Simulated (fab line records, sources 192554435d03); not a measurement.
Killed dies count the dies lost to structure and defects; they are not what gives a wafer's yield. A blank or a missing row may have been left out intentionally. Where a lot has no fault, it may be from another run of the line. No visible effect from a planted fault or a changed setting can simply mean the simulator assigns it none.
Split-lot study -- flow n5-finfet -- 7 lots, 21 wafers read, on a route of 1938 steps

== SPLIT DETAILS ==
At N5_ILD0_ALD_15 (deposits SiNx, target thk 24 nm, pulse time 1 s, ald cycles 480), the setting ald-cycles was moved away from the recipe's 480 on 8 of the 21 wafers read, by -4.4% to +11.0%. All remaining wafers had this setting at the recipe value.

The reading is taken at the split's own step.

== THE READING ==
SiNx_of_ILD0_ALD_15.thk-nm (the simulator's own value, which no gauge read), in nm, at N5_ILD0_ALD_15 (deposits SiNx, target thk 24 nm, pulse time 1 s, ald cycles 480). The file does not state a usual value for it. Average 24.0 nm, standard deviation 0.11 nm, over the 13 wafers here run with the recipe.

wafer,"tool, chamber at the split",ald-cycles as run,against the recipe,"SiNx_of_ILD0_ALD_15.thk-nm, nm",against lot-mates on the recipe
L078.1,"ald-sin-04, 3,0",525,+9.4%,26.2,no lot-mate on the recipe
L078.2,"ald-sin-04, 3,0",525,+9.4%,26.2,no lot-mate on the recipe
L078.6,"ald-sin-04, 1",525,+9.4%,26.4,no lot-mate on the recipe
L079.4,"ald-sin-01, 0,1",510,+6.2%,25.6,+1.6
L079.6,"ald-sin-01, 0,1",510,+6.2%,25.6,+1.6
L079.5,"ald-sin-01, 3",480,recipe,24,-
L082.2,"ald-sin-04, 3",480,recipe,24.2,-
L082.4,"ald-sin-04, 2,1",480,recipe,24,-
L082.6,"ald-sin-04, 2,1",480,recipe,24,-
L088.2,"ald-sin-04, 1",480,recipe,23.8,-
L088.5,"ald-sin-04, 3,0",480,recipe,24,-
L088.6,"ald-sin-04, 3,0",480,recipe,24,-
L090.2,"ald-sin-01, 2,3",459,-4.4%,23,-1.2
L090.3,"ald-sin-01, 2,3",459,-4.4%,23,-1.2
L090.6,"ald-sin-01, 2",480,recipe,24.2,-
L092.1,"ald-sin-03, 3,2",480,recipe,24,-
L092.6,"ald-sin-03, 3,2",480,recipe,24,-
L092.5,"ald-sin-03, 3",480,recipe,24.2,-
L094.3,"ald-sin-01, 1",533,+11.0%,26.6,+2.6
L094.5,"ald-sin-01, 0,1",480,recipe,24,-
L094.6,"ald-sin-01, 0,1",480,recipe,24,-
Rows listing several chambers each stand for several wafers; the file does not say which wafer went through which chamber.

THE FIT
A straight line over all 21 wafers: SiNx_of_ILD0_ALD_15.thk-nm changes by +0.238 nm for each +1% of ald-cycles; r = +1.00; the points scatter about the line by 0.1 nm.
The same after taking each lot's own level away (the mean of its wafers on the recipe; 18 wafers): +0.249 nm for each +1%; r = +1.00; scatter 0.089 nm.
On that fit, the largest move of ald-cycles shifts the reading by 2.8 nm.
Measured against the standard deviation above, the lots' own levels, which go from 23.93 to 24.20 nm, span 2.5 times it.
Consequently the slope shifts little with the lot-to-lot level, the two slopes agreeing.
Check: +2.89 nm against its lot-mates is what the line predicts for one of the wafers moved furthest among these (+11.0%) when that wafer is left out of the fit. It came out at +2.6 nm against them.

== THE OTHER SPLITS THESE WAFERS WENT THROUGH ==
Other splits were also applied to these wafers ahead of the reading. Each is held against what the fit with the lots' levels taken away leaves over:
other split on the same wafers,wafers away from the commonest value,r with SiNx_of_ILD0_ALD_15.thk-nm (lot level and that fit taken away)
N5_SD_EPI_N_PEB_07 peb-time-s,8,+0.32

== FILE'S OWN FIT ==
SiNx_of_ILD0_ALD_15.thk-nm changes by +0.244 nm for each +1% of ald-cycles, r = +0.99.
